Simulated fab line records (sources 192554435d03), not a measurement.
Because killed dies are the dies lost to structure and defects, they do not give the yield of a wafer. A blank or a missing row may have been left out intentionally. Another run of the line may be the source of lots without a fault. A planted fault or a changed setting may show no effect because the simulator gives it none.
One fault through the eyes of 3 desks | flow n5Finfet | what lay behind the numbers comes last; until then each desk has only its own

THE METROLOGY DESK
Lot by lot, what the gauges showed, no matter which tool ran the lot: averages of those sampled wafers that carry a number. Any lot whose mean is over 4 standard deviations away from the usual mean is out of limits and marked OUT; that distance is given in the brackets.
Columns: A = cdNm at N5_PASSIVATION_CD_MEAS_10, usual 2999.4 nm; B = TV_OVL at N5_PASSIVATION_OVL_MEAS_60, usual 3 nm
lot  | first seen here | A      | B
L507 | day 13 09:32    | 3001.6 | 3
L509 | day 13 12:53    | 2995.4 | 2
L511 | day 14 01:29    | 2996.0 | -5
L523 | day 18 05:41    | 3000.3 | -1
L527 | day 18 19:01    | 2999.9 | 9
L529 | day 19 06:17    | 2997.3 | -4
This desk's verdict: no lot among the 6 shows anything out of limits.

THE DEFECT DESK
For each lot, the counts of the inspections along the route, averaged over the sampled wafers that have a number. Any lot whose mean is over 4 standard deviations away from the usual mean is out of limits and marked OUT; that distance is given in the brackets.
Columns: A = rawDefectCount at N5_PASSIVATION_INSPECT_61, usual 1.9
lot  | first seen here | A
L507 | day 13 09:36    | 1.3
L509 | day 13 12:57    | 1.7
L511 | day 14 01:33    | 2.0
L523 | day 18 05:44    | 0.3
L527 | day 18 19:04    | 1.3
L529 | day 19 06:21    | 1.3
This desk's verdict: no lot among the 6 shows anything out of limits.

THE TOOL OWNER'S DESK: rieDiel-05
The tool's own readings at N5_PASSIVATION_PASS_ETCH_74 (etches SiNx in CF4/O2, target depth 220 nm, time 110 s): means of the sampled wafers that have a number, for each lot that ran on this tool. Any lot whose mean is over 4 standard deviations away from the usual mean is out of limits and marked OUT; that distance is given in the brackets.
Columns: A = chamberPressureMTorr at N5_PASSIVATION_PASS_ETCH_74, usual 40.00 mTorr; B = drypumpMotorCurrentA at N5_PASSIVATION_PASS_ETCH_74, usual 5.6 A; C = oesProductAu at N5_PASSIVATION_PASS_ETCH_74, usual 0.78 a.u.; D = rfFwdPowerW at N5_PASSIVATION_PASS_ETCH_74, usual 531.7 W; E = rfVppV at N5_PASSIVATION_PASS_ETCH_74, usual 241 V; F = showerheadPlenumPTorr at N5_PASSIVATION_PASS_ETCH_74, usual 2.19 Torr; G = throttleValvePct at N5_PASSIVATION_PASS_ETCH_74, usual 16.03 %
lot  | first seen here | A     | B   | C    | D               | E              | F    | G
L511 | day 14 01:39    | 39.99 | 5.6 | 0.81 | 533.1           | 243            | 2.21 | 15.89
L523 | day 18 05:59    | 39.98 | 5.6 | 0.75 | 403.4 (-71) OUT | 282 (+9.3) OUT | 2.20 | 15.77
L527 | day 18 19:53    | 40.02 | 5.8 | 0.76 | 403.2 (-71) OUT | 282 (+9.2) OUT | 2.23 | 15.66
This desk's verdict: out of limits on L523, L527, starting with L523 at day 18 05:59 (rfFwdPowerW at N5_PASSIVATION_PASS_ETCH_74). L511 stayed within limits.

BROUGHT TOGETHER
At day 18 05:59, on L523, L527, the tool owner's desk was in a position to raise an alarm.
From the metrology desk's view, nothing was out of limits.
Nothing the defect desk looked at was out of limits.
The metrology desk has L523, L527 on record, within its limits.
The defect desk has L523, L527 on record, within its limits.
N5_PASSIVATION_PASS_ETCH_74 was run on rieDiel-05 by each of the lots named.

WHAT THE SIMULATOR PUT IN
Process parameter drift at N5_PASSIVATION_PASS_ETCH_74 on rieDiel-05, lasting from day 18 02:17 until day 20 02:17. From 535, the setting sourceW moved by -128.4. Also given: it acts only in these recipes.
Struck lots among those shown: L523, L527.
Each desk's first reading out of limits, in hours after the fault started: the tool owner's desk, 4.
